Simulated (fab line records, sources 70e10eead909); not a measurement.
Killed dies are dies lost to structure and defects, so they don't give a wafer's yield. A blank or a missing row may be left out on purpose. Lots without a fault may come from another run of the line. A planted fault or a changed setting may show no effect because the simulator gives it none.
fab line records | flow nand_harc
record lots=23 wafers=69 last_day=33
route steps=1302 shown P_ZERO_WELL@46 P_M1@302 P_M2@348 P_BONDPAD@381 A_CHANNEL_HOLE_D1@466
lots that met no fault: from a run of the same line without faults
start_h: hours from the record's first day to the start of the lot's first wafer shown | wait_h: hours since the lot's step before | " the same as in the row above | L1.1+2: a row that stands for several wafers | - no value, or no start given | * or withheld: withheld | < > ~ a bound
route shown NAME@n: a module of which the file shows steps, and the number in the route of the first | usual: mean/standard deviation of fault-free wafers | same: alike in all rows | chamber/n: place in a boat | sites: the reading at each site | _std_site: their standard deviation | _edge_site: outer sites' mean less inner sites' | radius_mm: how far each site lies from the wafer's centre | mask NAME#n: copy n | behind: the tool/chamber that last shaped the wafer | hold: why the lot was held/for how many hours/how that ended | device: the transistor (n, p or np) that didn't switch | end of line: the same wafers' tests at the end of the route | a step without rows: its recipe alone | killed: dies lost to structure and defects at the first sort, not the wafer's yield | map: a wafer's dies, x killed, . not, _ none there
set.NAME: the setting as run; set.NAME@STEP: as run at that earlier step | model.NAME: the simulator's own value behind a step, which no gauge read
steps of the route over a sample of lots; a table a step, a row a wafer
services: from which hour (start_h, from the record's first day; less than 0 if before it) a tool's chamber was out of use, for how many hours, and why
## steps
# step NHARC_P_ZERO_WELL_DESCUM_39
# recipe time_s=3 o2_flow_sccm=200 ar_flow_sccm=0 bias_power_w=0 chemistry=O2
# usual drypump_motor_current_A=5.8/0.45 oes_product_au=0.996/0.011 rf_vpp_V=58.0/0.9 showerhead_plenum_p_Torr=1.95/0.072 throttle_valve_pct=11.311/0.0098
# columns lot.wafer tool chamber start_h wait_h drypump_motor_current_A oes_product_au rf_hours_counter_h rf_vpp_V showerhead_plenum_p_Torr throttle_valve_pct
L074.1 rie_diel-13 0 25.01 - 5.4 0.972 8 57.3 1.99 11.314
L074.5 " 3 " " 6.3 0.983 - 58.3 1.98 11.302
L074.6 " 0 " " 5.4 0.974 - 57.3 1.99 11.310
L075.2 rie_diel-13 1 34.20 - 5.4 0.975 10 60.8 2.07 11.307
L075.3 " 2 " " 5.7 0.978 10 58.2 1.92 11.315
L075.5 " 1 " " 5.3 0.979 - 58.7 2.07 11.316
L076.4 rie_diel-13 2 44.25 - 5.7 0.999 13 58.2 1.92 11.317
L076.2 " 3 " " 6.3 0.979 12 58.1 1.98 11.304
L076.6 " 2 " " 5.7 0.995 - 58.9 1.92 11.320
L078.2 rie_diel-13 3 64.19 - 6.4 0.993 17 58.5 1.98 11.317
L078.1 " 0 " " 5.4 0.978 18 57.6 1.99 11.315
L078.5 " 2 " " 5.7 0.995 - 57.6 1.92 11.324
L079.2 rie_diel-13 2 74.26 - 5.7 0.982 22 59.0 1.92 11.323
L079.1 " 0 " " 5.4 0.978 21 59.4 1.99 11.324
L079.5 " 3 " " 6.3 0.993 - 59.7 1.98 11.298
L080.2 rie_diel-07 1 91.33 - 6.6 0.997 51 58.8 2.02 11.309
L080.3 " 3 " " 5.7 1.002 45 57.6 1.80 11.321
L080.5 " 1 " " 6.6 1.009 - 56.7 2.02 11.327
L081.2 rie_diel-07 2 98.35 - 5.9 0.998 48 58.1 1.89 11.301
L081.6 " 3 " " 5.7 1.002 - 57.8 1.80 11.335
L081.4 " 2 " " 5.9 0.996 - 57.9 1.89 11.295
L082.2 rie_diel-13 1 104.44 - 5.4 0.980 32 59.0 2.07 11.316
L082.1 " 0 " " 5.4 0.974 32 56.9 1.98 11.297
L082.5 " 2 " " 5.8 0.990 - 57.7 1.91 11.311
L083.2 rie_diel-03 0 114.92 - 6.4 1.003 0 57.0 1.82 11.302
L083.4 " 3 " " 6.0 1.003 0 58.5 1.95 11.318
L083.6 " 1 " " 5.1 1.006 - 58.2 1.93 11.319
L084.3 rie_diel-13 1 124.73 - 5.4 0.987 43 58.0 2.06 11.298
L084.4 " 2 " " 5.7 1.000 44 58.5 1.91 11.323
L084.5 " 3 " " 6.3 1.003 - 55.9 1.97 11.290
L085.2 rie_diel-13 2 134.29 - 5.7 0.990 45 58.7 1.91 11.299
L085.4 " 0 " " 5.3 0.982 45 58.2 1.98 11.316
L085.6 " 2 " " 5.8 0.997 - 57.0 1.91 11.312
L086.3 rie_diel-13 2 144.25 - 5.7 1.007 48 58.0 1.91 11.322
L086.6 " 2 " " 5.7 1.004 - 57.9 1.91 11.314
L086.5 " 3 " " 6.3 0.993 - 60.6 1.97 11.294
L087.2 rie_diel-03 2 154.13 - 6.2 1.006 11 58.4 1.91 11.308
L087.3 " 0 " " 6.4 0.994 9 58.5 1.82 11.314
L087.4 " 1 " " 5.1 1.012 11 58.9 1.93 11.306
L088.1 rie_diel-13 0 164.14 - 5.3 0.992 55 58.1 1.98 11.322
L088.5 " 0 " " 5.3 0.981 - 59.8 1.98 11.304
L088.6 " 3 " " 6.4 0.997 - 57.2 1.97 11.305
L089.3 rie_diel-13 3 175.23 - 6.4 0.998 0 58.8 1.97 11.305
L089.5 " 3 " " 6.3 1.007 - 57.7 1.97 11.326
L089.4 " 0 " " 5.4 1.001 - 58.0 1.98 11.317
L090.2 rie_diel-03 2 184.17 - 6.2 1.001 27 57.8 1.91 11.306
L090.3 " 3 " " 6.0 1.000 22 57.6 1.94 11.316
L090.4 " 0 " " 6.4 0.989 21 55.7 1.81 11.306
L091.2 rie_diel-03 0 194.25 - 6.4 0.987 24 57.6 1.81 11.313
L091.4 " 3 " " 6.0 1.009 24 57.4 1.94 11.297
L091.6 " 0 " " 6.4 0.995 - 57.1 1.81 11.330
L092.1 rie_diel-13 2 204.40 - 5.7 1.000 6 56.7 1.90 11.297
L092.3 " 1 " " 5.4 0.992 8 58.5 2.05 11.316
L092.6 " 0 " " 5.4 1.009 - 58.1 1.97 11.321
L093.4 rie_diel-13 2 214.69 - 5.7 0.995 10 56.5 1.90 11.310
L093.2 " 3 " " 6.3 1.008 9 57.6 1.97 11.305
L093.1 " 1 " " 5.3 0.983 12 57.4 2.05 11.307
L094.2 rie_diel-03 1 224.37 - 5.1 1.014 37 58.6 1.92 11.305
L094.1 " 3 " " 6.0 1.013 34 57.0 1.94 11.304
L094.6 " 1 " " 5.1 1.008 - 58.1 1.92 11.315
L095.4 rie_diel-03 1 234.47 - 5.1 1.008 42 56.7 1.92 11.305
L095.3 " 2 " " 6.2 1.003 45 57.8 1.90 11.341
L095.6 " 3 " " 6.0 1.000 - 58.5 1.94 11.299
L096.4 rie_diel-07 0 251.30 - 5.8 1.017 44 57.7 1.87 11.299
L096.3 " 2 " " 5.9 1.019 42 58.4 1.87 11.310
L096.5 " 1 " " 6.6 1.018 - 59.4 2.01 11.288
L097.3 rie_diel-03 0 254.13 - 6.4 0.998 41 59.0 1.81 11.305
L097.4 " 3 " " 6.0 0.994 44 57.8 1.94 11.317
L097.5 " 1 " " 5.1 1.011 - 57.5 1.91 11.315
# step NHARC_P_M1_STRIP_18
# recipe power_w=1000 n2_flow_sccm=150 h2_flow_sccm=150 ar_flow_sccm=0 bias_w=0 chemistry=N2/H2
# usual drypump_motor_current_A=5.4/0.47 oes_product_au=1.000/0.012 rf_vpp_V=90.6/0.96 showerhead_plenum_p_Torr=2.04/0.079 throttle_valve_pct=14.173/0.0089
# columns lot.wafer tool chamber start_h wait_h drypump_motor_current_A oes_product_au rf_hours_counter_h rf_vpp_V showerhead_plenum_p_Torr throttle_valve_pct
L074.1 rie_diel-08 0 126.99 0.1 5.2 1.006 6 90.6 1.96 14.196
L074.6 " 0 " " 5.2 1.003 - 89.9 1.96 14.167
L074.5 " 1 " " 5.0 1.019 - 89.4 1.94 14.186
L075.3 rie_diel-07 2 134.30 0.1 5.9 1.008 4 89.6 2.01 14.178
L075.2 " 3 " " 5.7 0.991 2 90.2 1.91 14.179
L075.5 " 1 " " 6.6 1.006 - 91.8 2.15 14.184
L076.4 rie_diel-08 1 149.99 0.1 5.0 1.039 8 88.6 1.94 14.169
L076.2 " 3 " " 5.5 1.001 8 89.8 2.09 14.160
L076.6 " 1 " " 4.9 1.034 - 90.8 1.94 14.184
L078.2 rie_diel-08 1 170.01 0.1 4.9 1.038 9 89.8 1.94 14.171
L078.1 " 2 " " 4.8 0.999 9 90.9 2.04 14.166
L078.5 " 2 " " 4.8 1.001 - 90.0 2.04 14.171
L079.2 rie_diel-07 3 178.07 0.1 5.6 0.999 17 89.0 1.91 14.177
L079.1 " 0 " " 5.8 1.001 18 90.3 2.00 14.162
L079.5 " 0 " " 5.8 0.994 - 90.7 2.00 14.173
L081.2 rie_diel-09 2 194.03 0.1 5.7 0.990 5 91.4 2.16 14.190
L081.4 " 2 " " 5.8 0.984 - 91.2 2.16 14.177
L081.6 " 3 " " 4.8 0.976 - 91.2 2.03 14.171
L080.2 rie_diel-09 2 197.60 0.1 5.7 0.992 5 91.4 2.16 14.177
L080.3 " 3 " " 4.9 0.985 - 90.1 2.03 14.165
L080.5 " 3 " " 4.9 0.980 - 91.2 2.03 14.180
L082.1 rie_diel-08 0 203.47 0.1 5.3 1.004 0 89.8 1.96 14.178
L082.2 " 3 " " 5.4 1.004 0 91.0 2.09 14.168
L082.5 " 0 " " 5.2 1.007 - 89.0 1.96 14.158
L083.2 rie_diel-08 0 218.51 0.1 5.2 1.007 1 90.4 1.96 14.164
L083.4 " 2 " " 4.8 1.001 1 91.6 2.04 14.180
L083.6 " 1 " " 4.9 1.009 - 89.8 1.94 14.167
L084.3 rie_diel-09 1 222.81 0.1 6.2 1.019 4 90.8 2.14 14.162
L084.4 " 1 " " 6.3 1.013 - 90.9 2.14 14.181
L084.5 " 0 " " 5.6 0.995 - 92.7 2.12 14.157
L085.4 rie_diel-09 0 234.81 0.1 5.6 1.002 5 90.5 2.12 14.179
L085.2 " 1 " " 6.3 1.023 5 89.0 2.14 14.171
L085.6 " 2 " " 5.7 0.991 - 92.4 2.15 14.186
L086.3 rie_diel-09 2 244.00 0.1 5.7 0.987 10 90.2 2.15 14.176
L086.6 " 1 " " 6.3 1.001 - 90.4 2.14 14.170
L086.5 " 2 " " 5.7 0.980 - 91.5 2.15 14.191
L088.1 rie_diel-08 0 269.92 0.1 5.2 0.991 5 90.0 1.96 14.178
L088.5 " 3 " " 5.4 0.996 - 92.1 2.09 14.163
L088.6 " 0 " " 5.2 0.991 - 90.6 1.96 14.171
L087.2 rie_diel-09 2 270.23 0.1 5.7 0.996 13 90.9 2.15 14.166
L087.3 " 3 " " 4.9 0.973 11 91.0 2.03 14.188
L087.4 " 0 " " 5.7 0.994 - 91.6 2.12 14.176
L089.3 rie_diel-09 0 277.67 0.1 5.6 0.991 10 91.3 2.12 14.161
L089.5 " 2 " " 5.7 1.003 - 92.5 2.15 14.187
L089.4 " 3 " " 4.9 0.978 - 90.6 2.03 14.165
L090.3 rie_diel-08 3 288.81 0.1 5.4 1.008 7 91.9 2.09 14.178
L090.2 " 0 " " 5.3 1.003 7 91.1 1.96 14.158
L090.4 " 1 " " 5.0 1.007 6 88.9 1.94 14.177
L091.2 rie_diel-07 0 303.94 0.1 5.8 0.988 0 91.3 1.98 14.167
L091.4 " 2 " " 5.9 1.011 0 89.4 1.99 14.186
L091.6 " 0 " " 5.8 0.990 - 89.8 1.98 14.174
L092.1 rie_diel-07 3 304.38 0.1 5.7 0.999 0 90.3 1.89 14.179
L092.3 " 1 " " 6.6 0.991 0 91.4 2.14 14.161
L092.6 " 0 " " 5.8 0.987 - 90.3 1.98 14.166
L093.4 rie_diel-08 2 316.13 0.1 4.8 0.997 6 90.1 2.04 14.181
L093.2 " 3 " " 5.4 1.000 9 91.1 2.09 14.163
L093.1 " 0 " " 5.2 1.002 8 89.9 1.96 14.177
L094.2 rie_diel-08 1 327.81 0.1 5.0 1.018 7 89.0 1.94 14.172
L094.1 " 0 " " 5.3 0.997 8 89.8 1.96 14.169
L094.6 " 2 " " 4.8 1.006 - 90.8 2.04 14.181
L095.3 rie_diel-09 3 333.24 0.1 4.8 0.990 0 89.5 2.03 14.180
L095.4 " 0 " " 5.6 1.010 0 88.8 2.12 14.183
L095.6 " 2 " " 5.7 0.994 - 91.6 2.15 14.175
L096.3 rie_diel-09 0 352.47 0.1 5.7 0.993 1 90.9 2.12 14.177
L096.4 " 3 " " 4.9 0.988 - 89.4 2.03 14.175
L096.5 " 0 " " 5.7 1.000 - 90.3 2.12 14.184
L097.3 rie_diel-08 0 359.12 0.1 5.3 0.990 11 90.2 1.96 14.183
L097.5 " 2 " " 4.8 1.003 - 90.4 2.04 14.179
L097.4 " 0 " " 5.3 0.991 - 90.7 1.96 14.169
# step NHARC_P_M2_INSPECT_27
# usual raw_defect_count=348/130
# columns lot.wafer tool chamber start_h wait_h raw_defect_count
L074.1 defect_inspect-02 - 133.48 0.0 181
L074.5 " - " " 284
L074.6 " - " " 180
L075.2 defect_inspect-01 - 140.78 0.0 236
L075.3 " - " " 751
L075.5 " - " " 506
L076.2 defect_inspect-01 - 156.27 0.0 281
L076.4 " - " " 279
L076.6 " - " " 254
L078.1 defect_inspect-01 - 176.37 0.0 180
L078.2 " - " " 228
L078.5 " - " " 249
L079.1 defect_inspect-02 - 184.53 0.0 294
L079.2 " - " " 549
L079.5 " - " " 422
L081.2 defect_inspect-01 - 200.59 0.0 255
L081.4 " - " " 292
L081.6 " - " " 218
L080.2 defect_inspect-01 - 204.26 0.0 575
L080.3 " - " " 249
L080.5 " - " " 462
L082.1 defect_inspect-01 - 209.82 0.0 434
L082.2 " - " " 214
L082.5 " - " " 328
L083.2 defect_inspect-02 - 224.87 0.0 377
L083.4 " - " " 414
L083.6 " - " " 277
L084.3 defect_inspect-02 - 229.37 0.0 644
L084.4 " - " " 646
L084.5 " - " " 339
L085.2 defect_inspect-02 - 241.11 0.0 307
L085.4 " - " " 375
L085.6 " - " " 387
L086.3 defect_inspect-02 - 250.50 0.0 233
L086.5 " - " " 287
L086.6 " - " " 181
L088.1 defect_inspect-02 - 276.41 0.0 223
L088.5 " - " " 284
L088.6 " - " " 356
L087.2 defect_inspect-01 - 276.84 0.0 310
L087.3 " - " " 412
L087.4 " - " " 280
L089.3 defect_inspect-01 - 284.41 0.0 346
L089.4 " - " " 643
L089.5 " - " " 378
L090.2 defect_inspect-02 - 295.18 0.0 480
L090.3 " - " " 361
L090.4 " - " " 419
L091.2 defect_inspect-01 - 310.32 0.0 283
L091.4 " - " " 318
L091.6 " - " " 328
L092.1 defect_inspect-02 - 310.96 0.0 325
L092.3 " - " " 268
L092.6 " - " " 196
L093.1 defect_inspect-02 - 322.60 0.0 408
L093.2 " - " " 392
L093.4 " - " " 314
L094.1 defect_inspect-02 - 334.41 0.0 322
L094.2 " - " " 315
L094.6 " - " " 384
L095.3 defect_inspect-01 - 339.56 0.0 621
L095.4 " - " " 438
L095.6 " - " " 522
L096.3 defect_inspect-01 - 358.96 0.0 252
L096.4 " - " " 369
L096.5 " - " " 273
L097.3 defect_inspect-01 - 365.50 0.0 223
L097.4 " - " " 335
L097.5 " - " " 250
# step NHARC_P_BONDPAD_THK_MEAS_20
# recipe thk_meas_gauge=xrf
# usual thk_nm=160.8/1.6
# columns lot.wafer tool chamber start_h wait_h thk_nm
L074.1 film_metro-01 - 137.85 - 162.5
L074.5 " - " " 162.2
L074.6 " - " " 160.0
L075.2 film_metro-01 - 145.43 - 159.4
L075.3 " - " " 163.2
L075.5 " - " " 160.2
L076.2 film_metro-01 - 160.60 - 162.7
L076.4 " - " " 162.5
L076.6 " - " " 164.3
L078.1 film_metro-02 - 180.71 - 159.5
L078.2 " - " " 158.9
L078.5 " - " " 161.9
L079.1 film_metro-01 - 188.73 - 160.7
L079.2 " - " " 160.3
L079.5 " - " " 159.9
L081.2 film_metro-01 - 204.95 - 161.6
L081.4 " - " " 160.3
L081.6 " - " " 163.0
L080.2 film_metro-02 - 208.73 - 160.6
L080.3 " - " " 157.3
L080.5 " - " " 160.3
L082.1 film_metro-01 - 214.06 - 160.7
L082.2 " - " " 159.5
L082.5 " - " " 162.0
L083.2 film_metro-01 - 229.22 - 161.2
L083.4 " - " " 160.5
L083.6 " - " " 161.0
L084.3 film_metro-01 - 233.70 - 161.9
L084.4 " - " " 161.0
L084.5 " - " " 162.1
L085.2 film_metro-02 - 245.32 - 156.4
L085.4 " - " " 158.1
L085.6 " - " " 159.3
L086.3 film_metro-02 - 254.82 - 161.1
L086.5 " - " " 163.2
L086.6 " - " " 161.7
L088.1 film_metro-01 - 280.89 - 161.1
L088.5 " - " " 161.2
L088.6 " - " " 160.7
L087.2 film_metro-01 - 281.35 - 162.8
L087.3 " - " " 162.2
L087.4 " - " " 162.2
L089.3 film_metro-01 - 288.77 - 158.0
L089.4 " - " " 160.9
L089.5 " - " " 162.8
L090.2 film_metro-02 - 299.53 - 161.2
L090.3 " - " " 160.4
L090.4 " - " " 161.4
L091.2 film_metro-01 - 314.64 - 159.0
L091.4 " - " " 159.0
L091.6 " - " " 160.1
L092.1 film_metro-01 - 315.17 - 159.1
L092.3 " - " " 160.8
L092.6 " - " " 161.6
L093.1 film_metro-01 - 326.78 - 162.6
L093.2 " - " " 159.0
L093.4 " - " " 159.2
L094.1 film_metro-02 - 338.75 - 158.2
L094.2 " - " " 156.8
L094.6 " - " " 160.4
L095.3 film_metro-02 - 344.13 - 161.6
L095.4 " - " " 158.6
L095.6 " - " " 162.5
L096.3 film_metro-01 - 363.22 - 160.4
L096.4 " - " " 160.8
L096.5 " - " " 160.6
L097.3 film_metro-01 - 369.81 - 160.3
L097.4 " - " " 161.9
L097.5 " - " " 160.0
# step NHARC_A_CHANNEL_HOLE_D1_ETCH_38
# recipe target_depth_a=390 over_etch_frac=0.3 time_s=65 ion_energy_ev=80 cf4_flow_sccm=150 ar_flow_sccm=0 rf_w=300 bias_w=100 chemistry=CF4
# usual drypump_motor_current_A=5.7/0.51 oes_product_au=0.997/0.013 rf_vpp_V=151.6/1.1 showerhead_plenum_p_Torr=1.79/0.062 throttle_valve_pct=13.284/0.0079
# columns lot.wafer tool chamber start_h wait_h drypump_motor_current_A oes_product_au rf_hours_counter_h rf_vpp_V showerhead_plenum_p_Torr throttle_valve_pct
L075.2 rie_diel-09 3 184.24 0.1 4.9 0.980 2 150.8 1.76 13.295
L075.3 " 3 " " 4.9 0.994 - 151.2 1.76 13.296
L075.5 " 3 " " 4.9 0.984 - 150.8 1.76 13.292
L074.1 rie_diel-09 3 184.89 0.2 4.8 0.973 2 152.0 1.76 13.281
L074.5 " 2 " " 5.7 0.991 - 152.3 1.86 13.293
L074.6 " 3 " " 4.8 0.982 - 150.8 1.76 13.271
L076.4 rie_diel-09 2 202.86 0.1 5.7 0.996 5 153.3 1.86 13.277
L076.2 " 0 " " 5.7 1.009 2 152.9 1.83 13.289
L076.6 " 2 " " 5.7 1.004 - 152.9 1.86 13.283
L078.2 rie_diel-09 1 221.58 0.1 6.3 1.031 3 151.9 1.85 13.297
L078.1 " 2 " " 5.7 0.997 7 152.6 1.86 13.281
L078.5 " 1 " " 6.3 1.025 - 152.5 1.85 13.288
L079.2 rie_diel-09 2 228.53 0.1 5.8 1.002 8 153.0 1.86 13.282
L079.1 " 3 " " 4.9 0.972 7 150.5 1.76 13.279
L079.5 " 2 " " 5.8 0.995 - 152.0 1.86 13.273
L081.4 rie_diel-09 3 247.94 0.1 4.8 0.975 8 151.1 1.76 13.281
L081.2 " 0 " " 5.6 0.995 5 151.6 1.83 13.298
L081.6 " 3 " " 4.8 0.979 - 152.0 1.76 13.281
L082.2 rie_diel-09 2 255.55 0.1 5.7 1.000 11 152.9 1.86 13.294
L082.1 " 3 " " 4.8 0.984 9 152.7 1.76 13.283
L082.5 " 0 " " 5.6 0.992 - 152.7 1.83 13.295
L080.2 rie_diel-09 0 257.54 0.1 5.7 1.006 7 154.6 1.83 13.288
L080.3 " 2 " " 5.7 0.991 12 155.4 1.86 13.306
L080.5 " 0 " " 5.7 1.007 - 152.1 1.83 13.281
L083.2 rie_diel-09 2 274.10 0.1 5.7 0.986 13 153.7 1.86 13.284
L083.4 " 2 " " 5.7 0.999 - 152.2 1.86 13.278
L083.6 " 3 " " 4.8 0.970 - 149.7 1.76 13.277
L084.3 rie_diel-09 0 275.94 0.1 5.6 1.005 9 153.0 1.83 13.280
L084.4 " 0 " " 5.6 0.995 - 150.6 1.83 13.289
L084.5 " 2 " " 5.7 0.991 - 151.7 1.86 13.284
L085.2 rie_diel-09 2 284.27 0.1 5.7 0.998 15 152.7 1.86 13.277
L085.4 " 2 " " 5.7 0.992 - 152.3 1.86 13.277
L085.6 " 3 " " 4.9 0.980 - 151.5 1.76 13.286
L086.3 rie_diel-09 3 296.26 0.1 4.9 0.990 15 150.6 1.76 13.300
L086.5 " 0 " " 5.6 1.009 - 151.9 1.83 13.290
L086.6 " 1 " " 6.3 1.009 - 152.7 1.84 13.280
L088.1 rie_diel-03 0 322.82 0.1 6.4 0.982 11 150.6 1.67 13.299
L088.5 " 3 " " 6.0 1.010 - 151.0 1.78 13.272
L088.6 " 0 " " 6.4 0.990 - 150.4 1.67 13.292
L087.3 rie_diel-03 2 323.20 0.1 6.2 1.002 12 152.0 1.75 13.281
L087.4 " 0 " " 6.4 0.996 11 150.6 1.67 13.282
L087.2 " 1 " " 5.1 1.005 14 150.9 1.76 13.283
L089.4 rie_diel-03 0 332.41 0.1 6.4 0.997 15 150.9 1.67 13.281
L089.3 " 2 " " 6.2 1.017 18 150.2 1.75 13.293
L089.5 " 0 " " 6.4 0.989 - 150.3 1.67 13.291
L090.2 rie_diel-07 0 348.93 0.1 5.7 1.002 10 150.8 1.72 13.270
L090.3 " 2 " " 5.9 1.018 12 150.7 1.73 13.282
L090.4 " 0 " " 5.8 1.001 - 151.6 1.72 13.282
L091.2 rie_diel-09 2 358.25 0.1 5.7 0.998 1 150.8 1.86 13.289
L091.6 " 0 " " 5.6 0.991 - 151.5 1.83 13.281
L091.4 " 3 " " 4.9 0.991 - 150.5 1.76 13.278
L092.3 rie_diel-03 1 358.96 0.1 5.1 1.001 33 151.8 1.76 13.284
L092.1 " 3 " " 6.0 0.999 22 151.5 1.78 13.279
L092.6 " 2 " " 6.2 1.014 - 151.6 1.75 13.275
L093.2 rie_diel-03 0 369.06 0.1 6.4 0.984 31 149.2 1.67 13.292
L093.1 " 1 " " 5.1 0.986 37 151.4 1.76 13.284
L093.4 " 3 " " 6.0 1.000 25 150.2 1.78 13.291
L094.2 rie_diel-07 2 385.45 0.1 5.9 1.010 24 152.1 1.72 13.289
L094.1 " 0 " " 5.7 0.991 20 151.5 1.72 13.276
L094.6 " 2 " " 5.9 0.997 - 150.1 1.72 13.285
L095.3 rie_diel-09 2 393.49 0.1 5.7 0.991 3 151.5 1.85 13.292
L095.4 " 0 " " 5.6 1.014 4 152.1 1.83 13.289
L095.6 " 2 " " 5.7 0.986 - 152.3 1.86 13.290
L096.4 rie_diel-09 1 406.53 0.1 6.4 1.002 4 152.3 1.84 13.274
L096.3 " 3 " " 4.8 0.998 5 150.8 1.76 13.280
L096.5 " 1 " " 6.3 0.999 - 151.9 1.84 13.283
L097.4 rie_diel-07 2 419.00 0.1 5.9 1.026 34 150.1 1.72 13.287
L097.3 " 3 " " 5.7 1.010 34 149.9 1.64 13.279
L097.5 " 3 " " 5.6 1.011 - 151.3 1.64 13.277
# step NHARC_A_CHANNEL_HOLE_D1_ETCH_21
# recipe bias_v=3000 source_w=withheld pressure_mtorr=20 time_s=514.3 ar_flow_sccm=375 c4f8_flow_sccm=89.3 o2_flow_sccm=35.7 temp_c=-20 target_depth_a=16000 chemistry=C4F8/O2/Ar
# usual drypump_motor_current_A=5.37/0.29 showerhead_plenum_p_Torr=3.65/0.1 temp_c=-19.98/0.1 throttle_valve_pct=32.153/0.0084
# columns lot.wafer tool chamber start_h wait_h drypump_motor_current_A rf_hours_counter_h showerhead_plenum_p_Torr temp_c throttle_valve_pct
L075.2 har_etch-02 1 186.38 0.3 5.73 290 3.66 -19.93 32.144
L075.3 " 1 " " 5.73 - 3.66 -20.12 32.158
L075.5 " 1 " " 5.74 - 3.66 -19.95 32.148
L074.1 har_etch-01 0 187.68 0.3 5.29 92 3.53 -20.14 32.163
L074.5 " 1 " " 5.48 - 3.73 -20.01 32.161
L074.6 " 0 " " 5.27 - 3.53 -20.07 32.147
L076.2 har_etch-01 1 204.39 0.3 5.47 104 3.72 -20.17 32.153
L076.4 " 1 " " 5.47 - 3.72 -20.18 32.142
L076.6 " 1 " " 5.48 - 3.72 -20.21 32.161
L078.1 har_etch-02 0 223.29 0.3 4.95 314 3.76 -20.04 32.155
L078.2 " 1 " " 5.75 314 3.64 -20.16 32.161
L078.5 " 0 " " 4.96 - 3.76 -19.99 32.141
L079.1 har_etch-02 0 231.64 0.3 4.98 321 3.75 -19.94 32.165
L079.2 " 1 " " 5.72 321 3.64 -20.13 32.158
L079.5 " 0 " " 4.98 - 3.75 -20.08 32.145
L081.2 har_etch-02 1 249.45 0.3 5.74 325 3.64 -19.90 32.166
L081.4 " 0 " " 4.97 - 3.75 -19.93 32.154
L081.6 " 1 " " 5.73 - 3.64 -19.97 32.161
L082.2 har_etch-02 1 257.26 0.3 5.73 329 3.64 -20.14 32.154
L082.1 " 0 " " 4.95 329 3.75 -20.16 32.146
L082.5 " 0 " " 4.95 - 3.75 -20.06 32.144
L080.2 har_etch-01 0 259.33 0.3 5.32 130 3.51 -20.05 32.163
L080.3 " 1 " " 5.51 - 3.71 -20.06 32.157
L080.5 " 1 " " 5.47 - 3.71 -19.90 32.160
L083.2 har_etch-01 0 276.33 0.3 5.29 137 3.50 -20.09 32.158
L083.4 " 1 " " 5.46 - 3.71 -20.00 32.153
L083.6 " 1 " " 5.47 - 3.71 -20.05 32.165
L084.3 har_etch-01 0 280.52 0.3 5.31 - 3.50 -20.02 32.162
L084.4 " 1 " " 5.49 - 3.70 -19.87 32.160
L084.5 " 0 " " 5.32 - 3.50 -20.10 32.154
L085.2 har_etch-01 1 285.96 0.3 5.46 145 3.70 -19.90 32.157
L085.4 " 1 " " 5.44 - 3.70 -19.90 32.159
L085.6 " 1 " " 5.46 - 3.70 -19.91 32.159
L086.3 har_etch-02 0 300.02 0.3 4.97 - 3.73 -19.84 32.163
L086.5 " 1 " " 5.74 - 3.62 -19.95 32.143
L086.6 " 0 " " 4.96 - 3.73 -19.87 32.148
L088.1 har_etch-02 1 324.40 0.3 5.73 371 3.61 -19.87 32.158
L088.6 " 0 " " 4.97 - 3.72 -20.15 32.167
L088.5 " 1 " " 5.72 - 3.61 -19.76 32.147
L087.2 har_etch-02 0 328.49 0.3 4.97 375 3.72 -19.90 32.151
L087.3 " 0 " " 4.96 - 3.72 -20.04 32.154
L087.4 " 1 " " 5.73 - 3.61 -19.95 32.145
L089.4 har_etch-02 0 334.16 0.3 4.96 - 3.72 -19.95 32.151
L089.3 " 1 " " 5.74 - 3.61 -19.89 32.145
L089.5 " 1 " " 5.70 - 3.61 -20.02 32.152
L090.2 har_etch-02 1 351.21 0.3 5.74 386 3.61 -19.82 32.167
L090.4 " 0 " " 4.97 - 3.72 -19.79 32.150
L090.3 " 1 " " 5.74 - 3.61 -19.84 32.143
L091.2 har_etch-01 1 359.95 0.3 5.49 187 3.68 -20.01 32.142
L091.4 " 0 " " 5.37 - 3.48 -20.01 32.144
L091.6 " 0 " " 5.37 - 3.48 -20.01 32.152
L092.1 har_etch-02 1 360.78 0.3 5.73 394 3.60 -19.92 32.146
L092.3 " 0 " " 4.96 - 3.71 -20.08 32.146
L092.6 " 1 " " 5.74 - 3.60 -19.87 32.153
L093.1 har_etch-01 0 372.43 0.3 5.32 199 3.47 -19.86 32.154
L093.2 " 1 " " 5.49 199 3.67 -19.97 32.152
L093.4 " 0 " " 5.34 - 3.47 -19.74 32.144
L094.1 har_etch-01 0 388.66 0.3 5.30 210 3.47 -20.01 32.161
L094.2 " 1 " " 5.48 210 3.67 -19.96 32.148
L094.6 " 1 " " 5.48 - 3.67 -19.97 32.165
L095.3 har_etch-02 1 398.75 0.3 5.73 - 3.93 -19.91 32.148
L095.4 " 0 " " 4.97 - 3.70 -20.08 32.169
L095.6 " 0 " " 4.96 - 3.70 -19.86 32.145
L096.4 har_etch-01 0 408.20 0.3 5.33 - 3.46 -20.10 32.147
L096.3 " 1 " " 5.47 - 3.66 -19.89 32.149
L096.5 " 0 " " 5.32 - 3.46 -20.09 32.151
L097.3 har_etch-01 0 422.42 0.3 5.32 - 3.46 -20.06 32.174
L097.4 " 1 " " 5.49 - 3.65 -20.05 32.164
L097.5 " 0 " " 5.31 - 3.46 -20.01 32.163
## services
# columns tool chamber start_h hours kind
rie_diel-03 1 75.79 1.2 repair
rie_diel-03 - 104.30 9.0 pm
har_etch-02 - 133.23 8.1 repair
rie_diel-09 - 143.10 9.0 pm
rie_diel-13 2 156.41 22.4 repair
rie_diel-13 - 165.01 9.0 pm
rie_diel-09 1 180.14 17.5 repair
rie_diel-09 0 183.94 16.0 repair
rie_diel-13 3 200.20 13.6 repair
rie_diel-13 - 202.49 0.5 repair
rie_diel-09 3 217.30 9.9 repair
rie_diel-03 0 237.81 4.4 repair
rie_diel-13 1 252.63 6.6 repair
rie_diel-09 1 255.39 4.3 repair
rie_diel-03 3 261.51 4.8 repair
rie_diel-09 1 266.29 18.7 repair
rie_diel-03 - 281.30 9.0 pm
rie_diel-13 1 296.16 4.5 repair
rie_diel-09 - 320.10 9.0 pm
rie_diel-13 - 342.01 9.0 pm
rie_diel-09 1 349.39 13.8 repair
rie_diel-09 3 373.33 1.9 repair
rie_diel-13 2 382.00 8.0 repair
rie_diel-09 3 418.48 2.7 repair
## key
fault none
